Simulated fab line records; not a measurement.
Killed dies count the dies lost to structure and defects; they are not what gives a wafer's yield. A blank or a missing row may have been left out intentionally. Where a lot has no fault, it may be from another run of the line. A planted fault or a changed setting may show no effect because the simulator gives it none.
Split-lot trial + flow n5-finfet + 21 wafers read from 7 lots, route of 1938 steps

== ON THE SPLIT ==
At N5_SD_EPI_N_ETCH_45 (etches SiOCN in CH3F/O2, target depth 6 nm), the setting target-depth-a was moved away from the recipe's 60 angstrom on 4 of the 21 wafers read, by -10.2% to +7.9%. The other wafers ran this setting at the recipe's value.

The reading comes from the split's own step.

== THE READING ==
etch.depth-nm (the simulator's own value, which no gauge read), in nm, at N5_SD_EPI_N_ETCH_45 (etches SiOCN in CH3F/O2, target depth 6 nm). The file does not state a usual value for it. Here, 17 wafers ran the recipe; their average is 6.026 nm with a standard deviation of 0.089 nm.

| wafer  | tool, chamber at the split | target-depth-a as run, angstrom | against the recipe | etch.depth-nm, nm | against lot-mates on the recipe |
|--------|----------------------------|---------------------------------|--------------------|-------------------|---------------------------------|
| L075.1 | rie-diel-02, 1             | 60                              | recipe             | 5.859             | -                               |
| L075.4 | rie-diel-02, 0             | 60                              | recipe             | 6.073             | -                               |
| L075.5 | rie-diel-02, 3             | 53.86                           | -10.2%             | 5.468             | -0.498                          |
| L077.2 | rie-diel-06, 0             | 60                              | recipe             | 6.198             | -                               |
| L077.3 | rie-diel-06, 2             | 60                              | recipe             | 6.005             | -                               |
| L077.5 | rie-diel-06, 2             | 60                              | recipe             | 6.026             | -                               |
| L078.2 | rie-diel-06, 0             | 60                              | recipe             | 6.055             | -                               |
| L078.4 | rie-diel-06, 3             | 60                              | recipe             | 5.978             | -                               |
| L078.5 | rie-diel-06, 2             | 60                              | recipe             | 5.927             | -                               |
| L083.2 | rie-diel-01, 0             | 60                              | recipe             | 5.949             | -                               |
| L083.4 | rie-diel-01, 2             | 60                              | recipe             | 6.077             | -                               |
| L083.6 | rie-diel-01, 1             | 60                              | recipe             | 5.943             | -                               |
| L088.1 | rie-diel-06, 1             | 64.5                            | +7.5%              | 6.388             | +0.338                          |
| L088.4 | rie-diel-06, 2             | 60                              | recipe             | 6.121             | -                               |
| L088.5 | rie-diel-06, 3             | 60                              | recipe             | 5.978             | -                               |
| L090.3 | rie-diel-06, 2             | 60                              | recipe             | 6.137             | -                               |
| L090.5 | rie-diel-06, 2             | 60                              | recipe             | 6.11              | -                               |
| L090.6 | rie-diel-06, 1             | 60                              | recipe             | 5.916             | -                               |
| L092.1 | rie-diel-02, 0             | 64.73                           | +7.9%              | 6.564             | +0.482                          |
| L092.2 | rie-diel-02, 3             | 60                              | recipe             | 6.082             | -                               |
| L092.5 | rie-diel-02, 1             | 64.73                           | +7.9%              | 6.519             | +0.437                          |

FIT RESULTS
A straight line over all 21 wafers: etch.depth-nm changes by +0.0579 nm for each +1% of target-depth-a; r = +0.93; the points scatter about the line by 0.088 nm.
The same after taking each lot's own level away (the mean of its wafers on the recipe; 21 wafers): +0.052 nm for each +1%; r = +0.93; scatter 0.077 nm.
On that fit, the largest move of target-depth-a shifts the reading by 0.53 nm.
Across the lots, their own levels run from 5.9660 to 6.0820 nm, a range of 1.3 times the standard deviation given above.
Thus the slope moves with the lot-to-lot level: the two fits are different.
Check: -0.555 nm against its lot-mates is what the line predicts for one of the wafers moved furthest among these (-10.2%) when that wafer is left out of the fit. It came out at -0.498 nm against them.

== OTHER SPLITS APPLIED TO THESE WAFERS ==
Note: prior to the reading, these wafers also went through further splits. Each is held against what the fit with the lots' levels taken away leaves over:
| other split on the same wafers  | wafers away from the commonest value | r with etch.depth-nm (lot level and that fit taken away) |
|---------------------------------|--------------------------------------|----------------------------------------------------------|
| N5_ZERO_LAYER_EXPOSE_08 dose-mj | 7                                    | +0.28                                                    |
| N5_ZERO_LAYER_PEB_09 peb-time-s | as run: not given for these wafers   | -                                                        |
| N5_FIN_SAQP_ALD_61 temp-c       | 7                                    | -0.05                                                    |
| N5_FIN_SAQP_HM_DEP_03 time-s    | 5                                    | +0.13                                                    |
| N5_FIN_SAQP_ETCH_65 time-s      | 6                                    | -0.16                                                    |
| N5_FIN_SAQP_COAT_68 spin-rpm    | 5                                    | -0.33                                                    |

== FILE'S OWN FIT ==
etch.depth-nm changes by +0.0504 nm for each +1% of target-depth-a, r = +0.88.
